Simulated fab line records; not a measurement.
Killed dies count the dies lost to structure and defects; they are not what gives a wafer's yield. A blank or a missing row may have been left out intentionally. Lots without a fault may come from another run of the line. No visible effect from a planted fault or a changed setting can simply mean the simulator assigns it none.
Comparing a struck lot with a sound one | flow nand-harc | 15 out of 1302 route steps
Sound: wafers L597.1, L597.2, L597.3. Wafers struck: L601.1, L601.4, L601.6. The cause comes at the end.
Order at every step that has rows: each side's tool, ch and its chambers, its first start. Under that, the readings that differ: sound wafers | struck wafers | difference of the means | sigmas: that difference in standard deviations of wafers without a fault.
alike: a reading whose means differ by less than 2 such deviations, as well as words and numbers matching on both sides. not compared: withheld readings; readings where some wafer has no value; bounds like >300 that might hide an equal value; numbers whose values overlap and for which the record gives no deviation.
Wherever a step has rows on one side only, a row that says differs or no value, or a row with sigmas, the two part there. Numbers that have no deviation but don't overlap get no sigmas and don't part them. Lack of a reading on every wafer of one side parts them only where that side has two or more wafers.

NHARC_A_CHANNEL_HOLE_D1_CD_MEAS_30:
  sound: cd-sem-01 at day 10 14:28; struck: cd-sem-02 at day 11 17:16
  alike: cd-nm
NHARC_A_CHANNEL_HOLE_D1_XSEM_31:
  sound on xsem-02 ch 0, day 10 14:33; struck on xsem-02 ch 0, day 11 17:21
  reading     | sound          | struck         | difference | sigmas
  bow-nm (nm) | 9.09 8.98 9.08 | 8.37 8.34 8.35 | -0.70      | -3
  alike: bot-cd-nm, tilt-deg
NHARC_A_CHANNEL_HOLE_D1_INSPECT_40:
  sound: defect-inspect-02 at day 10 14:39; struck: defect-inspect-01 at day 11 17:27
  reading          | sound       | struck   | difference | sigmas
  raw-defect-count | 121 110 116 | 42 28 57 | -73        | -3
then, 3 steps without rows for these wafers: NHARC_A_CHANNEL_FILL_D1_PRECLEAN_00 (cleans in SC1); NHARC_A_CHANNEL_FILL_D1_SRD_01; NHARC_A_CHANNEL_FILL_D1_ALD_02 (deposits SiO2, target thk 6 nm, pulse time 10 s, ald cycles 60).
NHARC_A_CHANNEL_FILL_D1_ALD_03: deposits SiNx, target thk 6 nm, pulse time 60 s, ald cycles 58.
  sound: ald-sin-batch-01 ch 0; struck: ald-sin-batch-02 ch 0
  alike: precursor-pulse-height-rel
NHARC_A_CHANNEL_FILL_D1_ALD_14: deposits SiO2, target thk 2.5 nm, pulse time 10 s, ald cycles 25.
  sound on ald-hk-02 ch 1,2,3, day 10 21:50; struck on ald-hk-03 ch 0,1, day 12 00:40
  alike: heater-power-w, precursor-pulse-height-rel
then, 1 step without rows for these wafers: NHARC_A_CHANNEL_FILL_D1_ALD_15 (deposits SiNx, target thk 2 nm, pulse time 60 s, ald cycles 19).
NHARC_A_CHANNEL_FILL_D1_ALD_16: deposits SiO2, target thk 1.5 nm, pulse time 10 s, ald cycles 15.
  sound on ald-hk-02 ch 0,1,3, day 11 03:01; struck on ald-hk-03 ch 1,2,3, day 12 05:49
  alike: heater-power-w, precursor-pulse-height-rel
then, 2 steps without rows for these wafers: NHARC_A_CHANNEL_FILL_D1_ANNEAL_17 (time 1800 s); NHARC_A_CHANNEL_FILL_D1_CVD_18 (deposits poly-Si, target thk 3 nm).
NHARC_A_CHANNEL_FILL_D1_ETCHBACK_19: etches the open film in HBr/Cl2, target depth 5 nm, time 1.7 s.
  sound on rie-si-02 ch 0,1,2, day 11 14:51; struck on rie-si-06 ch 0,3, day 12 17:50
  no value came back on the struck wafers for any of 7 readings (bias-w (W), chamber-pressure-mTorr (mTorr) and others); on the sound wafers bias-w (W) reads 100.06 100.27 99.56
NHARC_A_CHANNEL_FILL_D1_ETCHBACK_20: etches the open film in C4F8/O2/Ar, target depth 27 nm, time 13.5 s.
  sound on rie-diel-12 ch 0,1,2, day 11 15:00; struck on rie-diel-12 ch 0,1,2, day 12 17:59
  alike: bias-w, chamber-pressure-mTorr, oes-product-au, rf-fwd-power-W, rf-vpp-V
  not compared: rf-hours-counter-h
-- the record jumps here: 14 days lie between the struck wafers' starts before and after (it left off in module A_CHANNEL_FILL_D1 and takes up again in module END, whose first step shown is number 1302 of the route) --
NHARC_END_SORT_01:
  at this point the record logs the struck wafers (prober-01 ch 0, day 26 23:53) and has no rows for the sound ones

WHERE THEY PART
Last at NHARC_END_SORT_01 as far as this record goes, first at NHARC_A_CHANNEL_HOLE_D1_XSEM_31.

WHY: what had been put in by the simulator
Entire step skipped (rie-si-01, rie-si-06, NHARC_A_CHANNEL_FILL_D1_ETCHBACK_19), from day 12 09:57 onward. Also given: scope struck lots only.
